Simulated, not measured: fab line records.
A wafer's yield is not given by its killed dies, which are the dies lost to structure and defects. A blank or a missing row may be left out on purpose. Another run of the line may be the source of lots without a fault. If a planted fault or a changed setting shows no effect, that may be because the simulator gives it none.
Split-lot trial / flow n5Finfet / 21 wafers read across 7 lots, on a route 1938 steps long

## SPLIT DETAILS
At N5_BEOL_M7_COAT_05 (resist thk 90 nm), the setting spinRpm was moved away from the recipe's 1500 rpm on 8 of the 21 wafers read, by -7.1% to +9.6%. This setting was run at the recipe's value on the other wafers.

Reading taken at the split's own step.

## THE READING
CAR-ArF_of_BEOL_M7_COAT_05.thkNm (the simulator's own value, which no gauge read), in nm, at N5_BEOL_M7_COAT_05 (resist thk 90 nm). The file does not state a usual value for it. The 13 wafers here that ran the recipe average 90.2 nm, standard deviation 0.22 nm.

wafer=L077.2; tool, chamber at the split=lithoTrack-02, 0; spinRpm as run, rpm=1500; against the recipe=recipe; CAR-ArF_of_BEOL_M7_COAT_05.thkNm, nm=90.2; against lot-mates on the recipe=-
wafer=L077.4; tool, chamber at the split=lithoTrack-02, 0; spinRpm as run, rpm=1500; against the recipe=recipe; CAR-ArF_of_BEOL_M7_COAT_05.thkNm, nm=89.6; against lot-mates on the recipe=-
wafer=L077.6; tool, chamber at the split=lithoTrack-02, 0; spinRpm as run, rpm=1447; against the recipe=-3.5%; CAR-ArF_of_BEOL_M7_COAT_05.thkNm, nm=91.4; against lot-mates on the recipe=+1.5
wafer=L084.2; tool, chamber at the split=lithoTrack-03, 0; spinRpm as run, rpm=1636; against the recipe=+9.1%; CAR-ArF_of_BEOL_M7_COAT_05.thkNm, nm=86; against lot-mates on the recipe=-4.0
wafer=L084.3; tool, chamber at the split=lithoTrack-03, 0; spinRpm as run, rpm=1636; against the recipe=+9.1%; CAR-ArF_of_BEOL_M7_COAT_05.thkNm, nm=85.8; against lot-mates on the recipe=-4.2
wafer=L084.5; tool, chamber at the split=lithoTrack-03, 0; spinRpm as run, rpm=1500; against the recipe=recipe; CAR-ArF_of_BEOL_M7_COAT_05.thkNm, nm=90; against lot-mates on the recipe=-
wafer=L089.1; tool, chamber at the split=lithoTrack-05, 0; spinRpm as run, rpm=1644; against the recipe=+9.6%; CAR-ArF_of_BEOL_M7_COAT_05.thkNm, nm=86.4; against lot-mates on the recipe=-3.8
wafer=L089.4; tool, chamber at the split=lithoTrack-05, 0; spinRpm as run, rpm=1500; against the recipe=recipe; CAR-ArF_of_BEOL_M7_COAT_05.thkNm, nm=90.2; against lot-mates on the recipe=-
wafer=L089.6; tool, chamber at the split=lithoTrack-05, 0; spinRpm as run, rpm=1644; against the recipe=+9.6%; CAR-ArF_of_BEOL_M7_COAT_05.thkNm, nm=86.2; against lot-mates on the recipe=-4.0
wafer=L090.4; tool, chamber at the split=lithoTrack-02, 0; spinRpm as run, rpm=1500; against the recipe=recipe; CAR-ArF_of_BEOL_M7_COAT_05.thkNm, nm=90.2; against lot-mates on the recipe=-
wafer=L090.5; tool, chamber at the split=lithoTrack-02, 0; spinRpm as run, rpm=1500; against the recipe=recipe; CAR-ArF_of_BEOL_M7_COAT_05.thkNm, nm=90.2; against lot-mates on the recipe=-
wafer=L090.6; tool, chamber at the split=lithoTrack-02, 0; spinRpm as run, rpm=1500; against the recipe=recipe; CAR-ArF_of_BEOL_M7_COAT_05.thkNm, nm=90.4; against lot-mates on the recipe=-
wafer=L093.1; tool, chamber at the split=lithoTrack-03, 0; spinRpm as run, rpm=1500; against the recipe=recipe; CAR-ArF_of_BEOL_M7_COAT_05.thkNm, nm=90; against lot-mates on the recipe=-
wafer=L093.3; tool, chamber at the split=lithoTrack-03, 0; spinRpm as run, rpm=1500; against the recipe=recipe; CAR-ArF_of_BEOL_M7_COAT_05.thkNm, nm=90.2; against lot-mates on the recipe=-
wafer=L093.6; tool, chamber at the split=lithoTrack-03, 0; spinRpm as run, rpm=1393; against the recipe=-7.1%; CAR-ArF_of_BEOL_M7_COAT_05.thkNm, nm=93.6; against lot-mates on the recipe=+3.5
wafer=L092.1; tool, chamber at the split=lithoTrack-02, 0; spinRpm as run, rpm=1500; against the recipe=recipe; CAR-ArF_of_BEOL_M7_COAT_05.thkNm, nm=90.4; against lot-mates on the recipe=-
wafer=L092.3; tool, chamber at the split=lithoTrack-02, 0; spinRpm as run, rpm=1500; against the recipe=recipe; CAR-ArF_of_BEOL_M7_COAT_05.thkNm, nm=90.4; against lot-mates on the recipe=-
wafer=L092.4; tool, chamber at the split=lithoTrack-02, 0; spinRpm as run, rpm=1500; against the recipe=recipe; CAR-ArF_of_BEOL_M7_COAT_05.thkNm, nm=90.4; against lot-mates on the recipe=-
wafer=L096.2; tool, chamber at the split=lithoTrack-05, 0; spinRpm as run, rpm=1500; against the recipe=recipe; CAR-ArF_of_BEOL_M7_COAT_05.thkNm, nm=90; against lot-mates on the recipe=-
wafer=L096.3; tool, chamber at the split=lithoTrack-05, 0; spinRpm as run, rpm=1631; against the recipe=+8.7%; CAR-ArF_of_BEOL_M7_COAT_05.thkNm, nm=86; against lot-mates on the recipe=-4.0
wafer=L096.6; tool, chamber at the split=lithoTrack-05, 0; spinRpm as run, rpm=1631; against the recipe=+8.7%; CAR-ArF_of_BEOL_M7_COAT_05.thkNm, nm=86.2; against lot-mates on the recipe=-3.8

THE FIT
A straight line over all 21 wafers: CAR-ArF_of_BEOL_M7_COAT_05.thkNm changes by -0.445 nm for each +1% of spinRpm; r = -0.99; the points scatter about the line by 0.27 nm.
The same after taking each lot's own level away (the mean of its wafers on the recipe; 21 wafers): -0.441 nm for each +1%; r = -1.00; scatter 0.18 nm.
That fit puts the effect of the largest move of spinRpm on the reading at 4.2 nm.
Measured against the standard deviation above, the lots' own levels, which go from 89.90 to 90.40 nm, span 2.3 times it.
Hence the lot-to-lot level has little effect on the slope; both slopes agree.
Check: for one of the wafers moved furthest among these (+9.6%), held out of the fit, the line's prediction against its lot-mates is -4.28 nm. It came out at -3.8 nm against them.

## OTHER SPLITS APPLIED TO THESE WAFERS
Other splits were also applied to these wafers ahead of the reading. Each is held against what the fit with the lots' levels taken away leaves over:
other split on the same wafers=N5_BEOL_M3_TRENCH_ETCH_37 sourceW; wafers away from the commonest value=6; r with CAR-ArF_of_BEOL_M7_COAT_05.thkNm (lot level and that fit taken away)=-0.08
other split on the same wafers=N5_BEOL_M5_EXPOSE_08 doseMj; wafers away from the commonest value=15; r with CAR-ArF_of_BEOL_M7_COAT_05.thkNm (lot level and that fit taken away)=-0.60
other split on the same wafers=N5_BEOL_M5_ETCH_72 biasW; wafers away from the commonest value=7; r with CAR-ArF_of_BEOL_M7_COAT_05.thkNm (lot level and that fit taken away)=+0.19
other split on the same wafers=N5_BEOL_M5_DEP_56 timeS; wafers away from the commonest value=7; r with CAR-ArF_of_BEOL_M7_COAT_05.thkNm (lot level and that fit taken away)=-0.09

## FILE'S OWN FIT
CAR-ArF_of_BEOL_M7_COAT_05.thkNm changes by -0.442 nm for each +1% of spinRpm, r = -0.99.
